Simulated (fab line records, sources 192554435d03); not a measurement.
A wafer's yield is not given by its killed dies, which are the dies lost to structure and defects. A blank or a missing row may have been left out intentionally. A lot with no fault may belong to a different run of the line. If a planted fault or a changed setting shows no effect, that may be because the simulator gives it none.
Which of the tools did it? || flow n5-finfet || 11 lots, 33 wafers sampled, at 4 steps of a route of 1938

== WHAT THE GAUGES READ, wafer by wafer ==
N5_BEOL_M13_CD_MEAS_10 targets a cd of 190 nm.
{"lot": "L261", "measured": "day 12 12:23", "on": "cd-sem-03", "cd-nm (nm)": "192.1 189.5 192.3"}
{"lot": "L267", "measured": "day 14 04:31", "on": "cd-sem-01", "cd-nm (nm)": "190.7 191.1 189.2"}
{"lot": "L269", "measured": "day 14 19:31", "on": "cd-sem-02", "cd-nm (nm)": "190.5 190.2 189.6"}
{"lot": "L273", "measured": "day 14 23:52", "on": "cd-sem-02", "cd-nm (nm)": "190.5 189.8 191.2"}
{"lot": "L270", "measured": "day 15 19:38", "on": "cd-sem-01", "cd-nm (nm)": "188.2 189.1 190.4"}
{"lot": "L272", "measured": "day 15 23:20", "on": "cd-sem-02", "cd-nm (nm)": "190.5 188.3 190.3"}
{"lot": "L274", "measured": "day 16 00:39", "on": "cd-sem-03", "cd-nm (nm)": "190.5 190.9 188.5"}
{"lot": "L277", "measured": "day 17 15:07", "on": "cd-sem-01", "cd-nm (nm)": "189.9 191.8 192.1"}
{"lot": "L280", "measured": "day 18 04:17", "on": "cd-sem-03", "cd-nm (nm)": "192.6 190.2 191.3"}
{"lot": "L279", "measured": "day 18 04:37", "on": "cd-sem-01", "cd-nm (nm)": "188.8 190.0 191.0"}
{"lot": "L278", "measured": "day 18 10:12", "on": "cd-sem-02", "cd-nm (nm)": "189.7 189.0 190.8"}

== WHICH TOOL RAN EACH LOT (tool, then ch and the chambers of the sampled wafers, then the start) ==
{"lot": "L261", "N5_BEOL_M12_DESCUM_33": "rie-diel-04 ch 1,3, day 12 07:42", "N5_BEOL_M12_SPUTTER_43": "pvd-sputter-02, day 12 10:44", "N5_BEOL_M12_ANNEAL_48": "rtp-anneal-02 ch 0, day 12 11:15"}
{"lot": "L267", "N5_BEOL_M12_DESCUM_33": "rie-diel-01 ch 0,1,3, day 14 00:00", "N5_BEOL_M12_SPUTTER_43": "pvd-sputter-02, day 14 02:47", "N5_BEOL_M12_ANNEAL_48": "rtp-anneal-01 ch 0, day 14 03:25"}
{"lot": "L269", "N5_BEOL_M12_DESCUM_33": "rie-diel-03 ch 1,2,3, day 14 13:27", "N5_BEOL_M12_SPUTTER_43": "pvd-sputter-01, day 14 17:18", "N5_BEOL_M12_ANNEAL_48": "rtp-anneal-02, day 14 18:13"}
{"lot": "L273", "N5_BEOL_M12_DESCUM_33": "rie-diel-01 ch 0,1,2, day 14 21:01", "N5_BEOL_M12_SPUTTER_43": "pvd-sputter-02, day 14 22:04", "N5_BEOL_M12_ANNEAL_48": "rtp-anneal-01, day 14 22:29"}
{"lot": "L270", "N5_BEOL_M12_DESCUM_33": "rie-diel-03 ch 0,2,3, day 15 15:39", "N5_BEOL_M12_SPUTTER_43": "pvd-sputter-03, day 15 17:59", "N5_BEOL_M12_ANNEAL_48": "rtp-anneal-02, day 15 18:28"}
{"lot": "L272", "N5_BEOL_M12_DESCUM_33": "rie-diel-03 ch 1,2,3, day 15 17:31", "N5_BEOL_M12_SPUTTER_43": "pvd-sputter-01, day 15 21:32", "N5_BEOL_M12_ANNEAL_48": "rtp-anneal-01 ch 0, day 15 22:01"}
{"lot": "L274", "N5_BEOL_M12_DESCUM_33": "rie-diel-04 ch 0,1,2, day 15 19:55", "N5_BEOL_M12_SPUTTER_43": "pvd-sputter-02, day 15 22:59", "N5_BEOL_M12_ANNEAL_48": "rtp-anneal-02 ch 0, day 15 23:28"}
{"lot": "L277", "N5_BEOL_M12_DESCUM_33": "rie-diel-03 ch 0,1,2, day 17 09:50", "N5_BEOL_M12_SPUTTER_43": "pvd-sputter-01, day 17 13:25", "N5_BEOL_M12_ANNEAL_48": "rtp-anneal-01 ch 0, day 17 13:53"}
{"lot": "L280", "N5_BEOL_M12_DESCUM_33": "rie-diel-01 ch 0,1,3, day 17 21:34", "N5_BEOL_M12_SPUTTER_43": "pvd-sputter-02, day 18 02:31", "N5_BEOL_M12_ANNEAL_48": "rtp-anneal-01 ch 0, day 18 02:59"}
{"lot": "L279", "N5_BEOL_M12_DESCUM_33": "rie-diel-03 ch 0,1, day 18 01:13", "N5_BEOL_M12_SPUTTER_43": "pvd-sputter-03, day 18 02:41", "N5_BEOL_M12_ANNEAL_48": "rtp-anneal-01 ch 0, day 18 03:15"}
{"lot": "L278", "N5_BEOL_M12_DESCUM_33": "rie-diel-03 ch 1,2,3, day 18 04:58", "N5_BEOL_M12_SPUTTER_43": "pvd-sputter-03, day 18 08:25", "N5_BEOL_M12_ANNEAL_48": "rtp-anneal-02 ch 0, day 18 08:56"}
- N5_BEOL_M12_DESCUM_33: chemistry O2, time 7.9 s.
- N5_BEOL_M12_SPUTTER_43: material TaN, target thk 15 nm, time 24.19 s.
- N5_BEOL_M12_ANNEAL_48: time 90 s.

== THE ANSWER, worked out from the rows above alone ==
Rule: the lots themselves supply what counts as usual. The widest of any qualifying gaps counts: lots, ordered by their means at a reading, are off when they make up no more than a third of the lots, leave a main group of 4 or more, and stand apart from it by 3 or more times the standard deviation of that group's means. If all means in a main group match to the digits the tables above print for the reading, that group is not used. A lot without any number at a reading at which 4 lots or more have one is off too. Any other lot the step has rows for is counted as sound.
Nothing can be told from this: no lot is off at any reading shown.

== WHAT WAS PUT IN BY THE SIMULATOR ==
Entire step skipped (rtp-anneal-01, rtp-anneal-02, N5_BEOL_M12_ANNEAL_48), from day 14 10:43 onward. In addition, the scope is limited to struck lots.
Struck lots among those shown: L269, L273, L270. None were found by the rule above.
